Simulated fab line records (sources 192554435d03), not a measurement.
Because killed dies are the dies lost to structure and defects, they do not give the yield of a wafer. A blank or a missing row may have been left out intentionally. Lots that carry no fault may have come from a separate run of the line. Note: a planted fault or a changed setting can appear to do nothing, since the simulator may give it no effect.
8D (eight disciplines) problem report, filled in by code    flow n5-finfet    the parts of the form that need people (team, actions taken, sign-off) are left out

1. THE PROBLEM
Across 3 wafers from 2 lots, HMC_CMP_THK at N5_PMOS_HMC_CHANNEL_EPI_THK_MEAS_22 averages 59.3 nm, while fault-free wafers read 53.6 nm with a standard deviation of 0.88. Measured from the usual mean, that is +6.5 standard deviations.
Earliest sighting: wafer L653.3 on film-metro-01 at day 4 07:53. The record has a number at this step for 27 wafers belonging to 9 lots. Rule for "out", or "out of limits": more than 4 standard deviations from the usual mean. All remaining wafers that have a number are taken as sound.

2. WHAT IT IS; WHAT IT IS NOT
question                     is                            is not
which readings at this step  HMC_CMP_THK                   -
which lots                   L653, L654                    L646, L648, L657, L661, L663, L664, L666
which wafers of those lots   L653.3, L653.6, L654.6        L653.1, L654.1, L654.2
read on which gauges         film-metro-01, film-metro-02  -
when                         from day 4 07:53              up to then (7 sound wafers); but 17 sound wafers of L654, L657, L661, L663, L664, L666 came after

3. SUSPECTS, AND WHAT RULES EACH OUT
Counting: a tool at a process step up to the reading stays a suspect if it ran every lot that is out. Sound lots after the first of them don't rule it out here, since some wafers of a struck lot are sound.
- the gauge at N5_PMOS_HMC_CHANNEL_EPI_THK_MEAS_22 has been ruled out. 2 gauges (film-metro-01, film-metro-02) read the wafers that are out.
- rie-diel-05 at N5_PMOS_HMC_CHANNEL_EPI_HM_OPEN_15 (chemistry CHF3/O2, target SiO2, target depth 40.6 nm, time 20.3 s): kept. Ran every lot that is out, first one L653 (day 4 05:17); last sound lot up to then L648 (day 3 00:11).
- rie-si-04 at N5_PMOS_HMC_CHANNEL_EPI_FIN_RECESS_16 (chemistry HBr/Cl2, target Si, target depth 54 nm, time 18 s): kept. It ran every lot that is out, first L653 (day 4 05:40).
After counting, rie-diel-05 at N5_PMOS_HMC_CHANNEL_EPI_HM_OPEN_15 and rie-si-04 at N5_PMOS_HMC_CHANNEL_EPI_FIN_RECESS_16 remain.

4. THE CAUSE (what the simulator had put in)
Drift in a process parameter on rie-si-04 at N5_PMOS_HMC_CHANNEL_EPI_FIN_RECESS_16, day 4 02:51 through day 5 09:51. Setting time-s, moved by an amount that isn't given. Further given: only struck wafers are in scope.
Of the 2 suspects that counting leaves, this tool is one.

5. THE CHAIN OF EFFECTS, in route order
Rows list readings where the struck wafers' mean (over those with a number) sits beyond 3 standard deviations from the usual. Only readings for which the record gives a usual standard deviation are gone through. hours: the time from each lot's start at the first step in this table that gives one to its start at this step, as a median over the lots. sigmas: the change in usual standard deviations.
hours  step                                 reading      usual    on struck wafers  change  sigmas
0      N5_PMOS_HMC_CHANNEL_EPI_THK_MEAS_22  HMC_CMP_THK  53.6 nm  59.3              +5.7    +6.5
156    N5_BEOL_M4_RC_MEAS_101               CJ_P         5.85     4.15              -1.70   -8.9

6. WHAT WOULD HAVE CAUGHT IT SOONER
Counted from the fault's start at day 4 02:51, it took 5 hours until the first out-of-limits reading at a measuring or inspecting step in this record, taken at day 4 07:53.
Of the tool readings at N5_PMOS_HMC_CHANNEL_EPI_FIN_RECESS_16 for which the record gives a usual standard deviation, none was out on any struck wafer, so an alarm limit of 4 standard deviations on them would not have fired.
L654, from the lots that are out (2), started N5_PMOS_HMC_CHANNEL_EPI_FIN_RECESS_16 on rie-si-04 later than day 4 07:53. Had the tool been put on hold then, it would have been spared.
